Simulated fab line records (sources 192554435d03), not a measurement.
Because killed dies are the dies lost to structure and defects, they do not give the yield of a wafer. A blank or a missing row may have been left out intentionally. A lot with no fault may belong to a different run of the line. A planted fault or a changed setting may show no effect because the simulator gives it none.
Chamber matching :: flow n5Finfet :: rieDiel-01 running N5_BEOL_M1_ETCH_77: 4 sister chambers
The step etches underlayer in N2/H2, target depth 6.5 nm, time 5.2 s. 4 wafers are shown with their chamber, then 11 later ones without.

## WAFERS WITH THEIR CHAMBER
wafer: L086.1
chamber: 0
showerheadPlenumPTorr (Torr): 2.43

wafer: L086.2
chamber: 3
showerheadPlenumPTorr (Torr): 2.43

wafer: L086.3
chamber: 2
showerheadPlenumPTorr (Torr): 2.63

wafer: L086.4
chamber: 1
showerheadPlenumPTorr (Torr): 2.60

## WAFERS WHOSE CHAMBER IS MISSING
wafer: L086.5
showerheadPlenumPTorr (Torr): 2.60

wafer: L086.6
showerheadPlenumPTorr (Torr): 2.43

wafer: L089.2
showerheadPlenumPTorr (Torr): 2.42

wafer: L089.3
showerheadPlenumPTorr (Torr): 2.43

wafer: L089.6
showerheadPlenumPTorr (Torr): 2.59

wafer: L092.1
showerheadPlenumPTorr (Torr): 2.43

wafer: L092.2
showerheadPlenumPTorr (Torr): 2.42

wafer: L092.3
showerheadPlenumPTorr (Torr): 2.62

wafer: L092.4
showerheadPlenumPTorr (Torr): 2.59

wafer: L092.5
showerheadPlenumPTorr (Torr): 2.62

wafer: L092.6
showerheadPlenumPTorr (Torr): 2.59

## EACH ONE'S CHAMBER
wafer: L086.5
from the rows above: 1
in truth: 1

wafer: L086.6
from the rows above: can't be placed: 0 or 3
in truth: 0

wafer: L089.2
from the rows above: can't be placed: 0 or 3
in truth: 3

wafer: L089.3
from the rows above: can't be placed: 0 or 3
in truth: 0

wafer: L089.6
from the rows above: 1
in truth: 1

wafer: L092.1
from the rows above: can't be placed: 0 or 3
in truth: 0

wafer: L092.2
from the rows above: can't be placed: 0 or 3
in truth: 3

wafer: L092.3
from the rows above: can't be placed: 2 or 1
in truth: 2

wafer: L092.4
from the rows above: 1
in truth: 1

wafer: L092.5
from the rows above: can't be placed: 2 or 1
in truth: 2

wafer: L092.6
from the rows above: 1
in truth: 1
Correctly placed: 4 of 11. Cannot be placed on the basis of these rows: 7; the candidates contain the true chamber in 7. Placed wrongly: 0.
How it was worked out, from the rows above alone: a wafer's distance from a chamber is the root of the sum, over the readings, of the square of ((its reading less the chamber's mean) divided by the reading's scatter). The wafer belongs to the nearest chamber; if the next one is less than 2 further off, it can't be placed. The mean given for a chamber averages the wafers shown for that chamber. The scatter: with one shown wafer a chamber, the root of the mean of the squares of how far each hidden wafer lies from its nearest shown one.
